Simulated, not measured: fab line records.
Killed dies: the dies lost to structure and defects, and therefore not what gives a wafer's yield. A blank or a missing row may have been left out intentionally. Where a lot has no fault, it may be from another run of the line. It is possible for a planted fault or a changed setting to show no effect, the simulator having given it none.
What tool caused it? | flow n5Finfet | 10 lots with 30 wafers sampled at 6 steps, on a route of 1938 steps

== WHAT THE GAUGES READ, wafer by wafer ==
N5_ILD0_THK_MEAS_08. Usual: thkNm reads 139.4 nm (standard deviation 1.1).
lot  | measured    | on           | thkNm (nm)        | flag
L510 | day 4 01:58 | filmMetro-02 | 138.0 139.0 138.4 | 
L512 | day 4 18:25 | filmMetro-02 | 138.9 140.1 138.3 | 
L515 | day 5 07:49 | filmMetro-02 | 137.9 137.6 138.1 | 
L518 | day 6 03:02 | filmMetro-02 | 138.7 139.6 139.5 | 
L520 | day 6 14:40 | filmMetro-02 | 140.1 140.4 141.0 | 
L521 | day 6 21:46 | filmMetro-02 | 140.6 139.4 140.2 | 
L522 | day 7 00:53 | filmMetro-01 | 138.8 140.7 139.7 | 
L523 | day 7 08:51 | filmMetro-01 | 139.8 138.6 139.7 | 
L525 | day 8 00:26 | filmMetro-02 | 140.7 140.4 139.9 | 
L529 | day 9 00:52 | filmMetro-01 | 140.8 139.9 141.3 | 

N5_ILD0_THK_MEAS_13. Usual: thkNm reads 18.0 nm (standard deviation 1).
lot  | measured    | on           | thkNm (nm)     | flag
L510 | day 4 05:28 | filmMetro-02 | 18.5 17.0 17.6 | 
L512 | day 4 22:23 | filmMetro-01 | 19.0 18.8 17.6 | 
L515 | day 5 11:42 | filmMetro-02 | 18.8 19.4 19.1 | 
L518 | day 6 06:15 | filmMetro-02 | 17.5 18.3 18.3 | 
L520 | day 6 19:29 | filmMetro-01 | 18.9 18.7 19.8 | 
L521 | day 7 01:15 | filmMetro-01 | 17.4 16.7 17.5 | 
L522 | day 7 04:07 | filmMetro-01 | 16.7 17.1 15.8 | 
L523 | day 7 12:08 | filmMetro-01 | 17.8 17.9 18.3 | 
L525 | day 8 03:43 | filmMetro-02 | 19.2 18.3 17.8 | 
L529 | day 9 04:06 | filmMetro-01 | 17.9 16.8 17.3 | 

N5_SDB_THK_MEAS_31. Usual: SDB_THK typically reads 64.6 nm, with standard deviation 1.
lot  | measured    | on           | SDB_THK (nm)   | flag
L510 | day 4 10:32 | filmMetro-01 | 64.5 65.2 65.6 | 
L512 | day 5 02:48 | filmMetro-01 | 66.1 65.3 65.1 | 
L515 | day 5 16:20 | filmMetro-01 | 63.2 63.2 63.5 | 
L518 | day 6 10:33 | filmMetro-02 | 63.3 63.1 62.9 | 
L520 | day 6 23:57 | filmMetro-01 | 64.2 63.9 64.6 | 
L521 | day 7 06:16 | filmMetro-02 | 63.5 65.0 65.0 | 
L522 | day 7 12:10 | filmMetro-02 | 69.7 69.6 67.9 | OFF
L523 | day 7 17:43 | filmMetro-01 | 69.3 70.3 69.3 | OFF
L525 | day 8 08:17 | filmMetro-01 | 64.4 64.6 64.0 | 
L529 | day 9 08:31 | filmMetro-01 | 65.1 65.2 64.9 | 

N5_BEOL_M4_RC_MEAS_101. Usual: DIBL_N 36.4 mV/V, standard deviation 1.4; DIBL_P 36.3 mV/V, standard deviation 1.5; IOFF_N 0.162 nA/um, standard deviation 0.023; IOFF_P 0.211 nA/um, standard deviation 0.027; ION_N 676 uA/um, standard deviation 9.7; ION_P 463 uA/um, standard deviation 6.4; SS_N 71.5 mV/dec, standard deviation 0.5; SS_P 73.3 mV/dec, standard deviation 0.6; VT_N 249.3 mV, standard deviation 2.5; VT_P -249.9 mV, standard deviation 2.8.
lot  | measured     | on        | DIBL_N (mV/V)  | DIBL_P (mV/V)  | IOFF_N (nA/um)    | IOFF_P (nA/um)    | ION_N (uA/um) | ION_P (uA/um) | SS_N (mV/dec)  | SS_P (mV/dec)  | VT_N (mV)         | VT_P (mV)            | flag
L510 | day 8 05:42  | prober-02 | 36.4 37.6 36.8 | 35.9 36.8 35.5 | 0.157 0.184 0.168 | 0.212 0.222 0.214 | 680 685 683   | 470 468 468   | 70.9 71.6 71.6 | 73.2 73.4 72.8 | 248.7 247.1 247.9 | -249.4 -247.8 -248.2 | 
L512 | day 8 16:02  | prober-01 | 35.9 39.0 37.4 | 37.0 40.1 38.5 | 0.152 0.200 0.177 | 0.193 0.232 0.216 | 684 688 687   | 469 461 460   | 71.6 72.1 71.7 | 73.0 74.7 73.4 | 251.4 246.1 248.7 | -254.5 -250.3 -253.0 | 
L515 | day 9 20:55  | prober-01 | 33.7 36.4 37.4 | 33.6 36.3 38.2 | 0.121 0.162 0.174 | 0.176 0.223 0.237 | 664 671 670   | 462 461 458   | 70.7 70.9 71.6 | 72.0 72.7 73.3 | 253.4 249.2 249.3 | -253.6 -250.1 -247.8 | 
L518 | day 10 17:31 | prober-02 | 35.0 35.8 35.3 | 36.0 36.0 36.2 | 0.133 0.146 0.143 | 0.176 0.171 0.181 | 668 657 675   | 463 446 459   | 71.6 71.3 71.8 | 73.2 72.7 73.3 | 250.4 252.2 248.1 | -252.8 -252.0 -255.4 | 
L520 | day 10 21:04 | prober-02 | 37.0 37.2 37.8 | 36.7 38.1 37.9 | 0.177 0.190 0.192 | 0.185 0.202 0.205 | 682 687 686   | 456 458 459   | 71.9 71.6 71.6 | 73.0 74.1 73.4 | 247.8 247.5 244.2 | -255.2 -252.1 -253.5 | 
L521 | day 11 01:06 | prober-02 | 38.3 36.5 37.7 | 37.4 35.2 36.0 | 0.166 0.143 0.160 | 0.247 0.202 0.222 | 669 679 670   | 462 467 455   | 71.2 71.3 71.3 | 73.4 73.2 72.9 | 248.3 247.4 249.1 | -245.2 -248.1 -247.1 | 
L525 | day 11 22:46 | prober-02 | 34.5 36.7 37.1 | 34.5 37.4 37.9 | 0.114 0.153 0.167 | 0.160 0.189 0.222 | 675 671 683   | 458 455 460   | 70.7 71.2 71.2 | 72.1 73.1 73.3 | 257.0 250.9 250.9 | -254.2 -253.6 -250.4 | 
L529 | day 13 06:31 | prober-01 | 37.0 37.3 36.8 | 36.4 36.7 36.8 | 0.156 0.175 0.174 | 0.200 0.210 0.204 | 667 675 687   | 459 459 470   | 72.0 71.3 71.8 | 74.1 74.1 74.6 | 250.4 249.3 245.5 | -252.9 -251.6 -251.3 | 

== EACH LOT AND THE TOOL THAT RAN IT (in order: tool; ch and the chambers of the sampled wafers; start) ==
lot  | N5_SDB_STRIP_21                  | N5_SDB_CMP_30
L510 | rieDiel-04 ch 0,1, day 4 06:18   | cmp-02 ch 1,2,3, day 4 10:16
L512 | rieDiel-06 ch 1,2, day 4 23:11   | cmp-02 ch 0,1,2, day 5 02:35
L515 | rieDiel-06 ch 0,2,3, day 5 12:34 | cmp-01 ch 1,2, day 5 16:05
L518 | rieDiel-04 ch 0,1,2, day 6 06:56 | cmp-02 ch 0,1,2, day 6 10:16
L520 | rieDiel-04 ch 1,3, day 6 20:20   | cmp-04 ch 0,1,2, day 6 23:42
L521 | rieDiel-02 ch 1,2,3, day 7 02:11 | cmp-01 ch 0,3, day 7 05:58
L522 | rieDiel-04 ch 0,1,3, day 7 04:55 | cmp-02 ch 0,1,2, day 7 11:52
L523 | rieDiel-06 ch 2,3, day 7 13:11   | cmp-02 ch 0,3, day 7 17:25
L525 | rieDiel-02 ch 1,2,3, day 8 04:31 | cmp-01 ch 0,1,3, day 8 08:04
L529 | rieDiel-02 ch 0,2, day 9 04:55   | cmp-01 ch 1,2,3, day 9 08:13
- N5_SDB_STRIP_21: strips in CF4.
- N5_SDB_CMP_30: polishes, stops on poly-Si, t overpolish 1.54 s, target thk 30 nm.

== WHAT THE TOOLS THEMSELVES READ (means of the sampled wafers that have a number; where no wafer has one, the mark that the record gives instead) ==
N5_SDB_STRIP_21. Usual: chamberPressureMTorr 50.01 mTorr, standard deviation 0.043; drypumpMotorCurrentA 5.6 A, standard deviation 0.57; oesProductAu 0.81 a.u., standard deviation 0.09; rfVppV 271.2 V, standard deviation 1.4; showerheadPlenumPTorr 1.80 Torr, standard deviation 0.05; throttleValvePct 13.51 %, standard deviation 0.24.
lot  | tool       | chamberPressureMTorr (mTorr) | drypumpMotorCurrentA (A) | oesProductAu (a.u.) | rfVppV (V) | showerheadPlenumPTorr (Torr) | throttleValvePct (%) | flag
L510 | rieDiel-04 | 50.00                        | 6.0                      | 0.83                | 271.6      | 1.81                         | 13.21                | 
L512 | rieDiel-06 | 49.98                        | 5.8                      | 0.83                | 271.2      | 1.78                         | 13.54                | 
L515 | rieDiel-06 | 50.04                        | 5.6                      | 0.78                | 270.4      | 1.77                         | 13.57                | 
L518 | rieDiel-04 | 50.00                        | 5.6                      | 0.83                | 271.4      | 1.81                         | 13.31                | 
L520 | rieDiel-04 | 50.05                        | 5.5                      | 0.77                | 271.3      | 1.80                         | 13.57                | 
L521 | rieDiel-02 | 50.01                        | 5.8                      | 0.87                | 272.0      | 1.82                         | 13.41                | 
L522 | rieDiel-04 | 50.02                        | 5.7                      | 0.78                | 270.7      | 1.80                         | 13.43                | 
L523 | rieDiel-06 | 50.01                        | 5.4                      | 0.77                | 270.6      | 1.77                         | 13.67                | 
L525 | rieDiel-02 | 50.00                        | 5.9                      | 0.86                | 271.2      | 1.82                         | 13.44                | 
L529 | rieDiel-02 | 49.98                        | 5.0                      | 0.83                | 272.4      | 1.84                         | 13.60                | 

N5_SDB_CMP_30. Usual: edgeZonePressureFrac 1.001, standard deviation 0.0052; headPressurePsi 4.149 psi, standard deviation 0.009; motorCurrentA 13.0 A, standard deviation 1.4; overpolishRunS 1.540 s, standard deviation 0.0095; timeToEndpointS 17.3 s, standard deviation 1.9.
lot  | tool   | edgeZonePressureFrac | headPressurePsi (psi) | motorCurrentA (A) | overpolishRunS (s) | timeToEndpointS (s) | flag
L510 | cmp-02 | 1.001                | 4.146                 | 13.7              | 1.539              | 17.4                | 
L512 | cmp-02 | 0.998                | 4.145                 | 13.3              | 1.535              | 16.2                | 
L515 | cmp-01 | 1.000                | 4.145                 | 11.6              | 1.539              | 17.7                | 
L518 | cmp-02 | 0.996                | 4.150                 | 13.2              | 1.545              | 14.7                | 
L520 | cmp-04 | 1.011                | 4.142                 | 12.5              | 1.553              | 19.8                | 
L521 | cmp-01 | 1.001                | 4.149                 | 12.0              | 1.540              | 16.1                | 
L522 | cmp-02 | -                    | -                     | -                 | -                  | -                   | OFF
L523 | cmp-02 | -                    | -                     | -                 | -                  | -                   | OFF
L525 | cmp-01 | 1.003                | 4.147                 | 12.4              | 1.536              | 16.3                | 
L529 | cmp-01 | 1.001                | 4.144                 | 11.9              | 1.539              | 15.2                | 

== THE ANSWER, worked out from the rows above alone ==
Rule: a lot is off if the mean of its wafers that have a number lies more than 3 standard deviations from the usual mean. Also off: a lot with no number at a reading for which 4 or more lots have one. Where the step has rows for the other lots, those lots are counted as sound. The gauges are gone through in route order, then the tools' own readings, and for those a lot's mean is taken as printed above. At the first step where some lot is off, the reading lying furthest off is the one used; lots without a number count as furthest.
Off: L522, L523, seen at N5_SDB_THK_MEAS_31 (SDB_THK).
If a tool, at a process step before that reading, ran all the lots that are off and no sound lot after the first of them, it fits. Not tried: the gauges at N5_SDB_THK_MEAS_31; whatever is off there is also off at N5_SDB_CMP_30, on other tools, and gauge error can't account for it. One fits: N5_SDB_CMP_30 on cmp-02. A fault onset in the window from L518 (day 6 10:16, its last sound lot) to L522 (day 7 11:52, its first lot off) fits.
Blank at N5_SDB_CMP_30 on the lots that are off, where sound lots have numbers: edgeZonePressureFrac, headPressurePsi, motorCurrentA, overpolishRunS, timeToEndpointS.

== WHAT THE SIMULATOR HAD PUT IN ==
Skipped step whole: cmp-02, from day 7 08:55 on, at N5_SDB_CMP_30. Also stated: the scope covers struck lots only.
Struck lots among those shown: L522, L523. Same finding as the rule above.
